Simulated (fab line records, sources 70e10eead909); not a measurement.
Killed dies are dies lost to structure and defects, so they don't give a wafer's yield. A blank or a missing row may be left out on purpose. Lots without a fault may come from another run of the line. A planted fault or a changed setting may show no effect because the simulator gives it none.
A struck lot beside a sound one | flow nand_harc | 15 steps out of a route of 1302
Sound: wafers L925.3, L925.4, L925.5. Struck: wafers L932.2, L932.3, L932.5. The cause comes at the end.
At each step with rows: each side's tool, then ch and its chambers, then its first start. Under that, the readings that differ: sound wafers | struck wafers | difference of the means | sigmas: that difference in standard deviations of wafers without a fault.
alike: readings whose means differ by less than 2 such deviations, and words and numbers that are the same on both sides. not compared: withheld readings, readings that some wafer has no value for, bounds like >300 that may hide the same value, and numbers for which the record gives no deviation and whose values overlap.
The two part at a step that has a row with sigmas, a row that says differs or no value, or rows on one side only. Numbers that don't overlap but have no deviation are shown without sigmas and don't part them. A reading that every wafer of one side lacks parts them only if that side has two wafers or more.

NHARC_A_CHANNEL_HOLE_D2_XSEM_32:
  sound on xsem-01 ch 0, day 15 04:20; struck on xsem-02 ch 0, day 18 23:13
  alike: bot_cd_nm, bow_nm, tilt_deg
NHARC_A_CHANNEL_HOLE_D2_INSPECT_40:
  sound on defect_inspect-01, day 15 04:26; struck on defect_inspect-02, day 18 23:19
  alike: raw_defect_count
then, 2 steps without rows for these wafers: NHARC_A_CHANNEL_FILL_D2_PRECLEAN_00 (cleans in SC1); NHARC_A_CHANNEL_FILL_D2_SRD_01.
NHARC_A_CHANNEL_FILL_D2_ALD_02: deposits SiO2, target thk 6 nm, pulse time 10 s, ald cycles 60.
  sound on ald_hk-03 ch 1,2,3, day 15 04:46; struck on ald_hk-01 ch 0,2,3, day 18 23:39
  reading                    | sound             | struck            | difference | sigmas
  precursor_pulse_height_rel | 0.958 0.976 0.989 | 1.018 1.013 1.016 | +0.041     | +2
  alike: heater_power_w
NHARC_A_CHANNEL_FILL_D2_ALD_03: deposits SiNx, target thk 6 nm, pulse time 60 s, ald cycles 58.
  sound on ald_sin_batch-02 ch 0; struck on ald_sin_batch-01 ch 0
  alike: precursor_pulse_height_rel
then, 2 steps without rows for these wafers: NHARC_A_CHANNEL_FILL_D2_ALD_14 (deposits SiO2, target thk 2.5 nm, pulse time 10 s, ald cycles 25); NHARC_A_CHANNEL_FILL_D2_ALD_15 (deposits SiNx, target thk 2 nm, pulse time 60 s, ald cycles 19).
NHARC_A_CHANNEL_FILL_D2_ALD_16: deposits SiO2, target thk 1.5 nm, pulse time 10 s, ald cycles 15.
  sound on ald_hk-03 ch 0,3, day 15 16:55; struck on ald_hk-01 ch 2,3, day 19 15:15
  reading            | sound       | struck      | difference | sigmas
  heater_power_w (W) | 532 494 493 | 374 409 408 | -109       | -2
  alike: precursor_pulse_height_rel
then, 3 steps without rows for these wafers: NHARC_A_CHANNEL_FILL_D2_ANNEAL_17 (time 1800 s); NHARC_A_CHANNEL_FILL_D2_CVD_18 (deposits poly-Si, target thk 3 nm); NHARC_A_CHANNEL_FILL_D2_ETCHBACK_19 (etches the open film in HBr/Cl2, target depth 5 nm, time 1.7 s).
NHARC_A_CHANNEL_FILL_D2_ETCHBACK_20: etches the open film in C4F8/O2/Ar, target depth 27 nm, time 13.5 s.
  sound on rie_diel-08 ch 0,1, day 16 04:58; struck on rie_diel-11 ch 0,2,3, day 20 03:44
  no value came back on the struck wafers for any of 5 readings (bias_w (W), chamber_pressure_mTorr (mTorr) and others); on the sound wafers bias_w (W) reads 1497 1504 1504
  not compared: rf_hours_counter_h
NHARC_A_CHANNEL_FILL_D2_STRIP_28: strips in O2, time 20 s.
  sound on rie_diel-08 ch 0,1, day 16 05:03; struck on rie_diel-11 ch 0,1, day 20 03:49
  reading      | sound          | struck         | difference | sigmas
  rf_vpp_V (V) | 54.7 56.0 58.3 | 56.9 57.7 60.1 | +1.9       | +2
  alike: drypump_motor_current_A, oes_product_au, showerhead_plenum_p_Torr, throttle_valve_pct
  not compared: rf_hours_counter_h
-- the record jumps here: 10 days lie between the struck wafers' starts before and after (it left off in module A_CHANNEL_FILL_D2 and takes up again in module END, whose first step shown is number 1302 of the route) --
NHARC_END_SORT_01:
  the record has rows for the struck wafers here (prober-02 ch 0, day 30 05:21) and none for the sound ones

WHERE THEY PART
First at NHARC_A_CHANNEL_FILL_D2_ALD_02; last, within this record, at NHARC_END_SORT_01.

WHY: what the simulator had put in
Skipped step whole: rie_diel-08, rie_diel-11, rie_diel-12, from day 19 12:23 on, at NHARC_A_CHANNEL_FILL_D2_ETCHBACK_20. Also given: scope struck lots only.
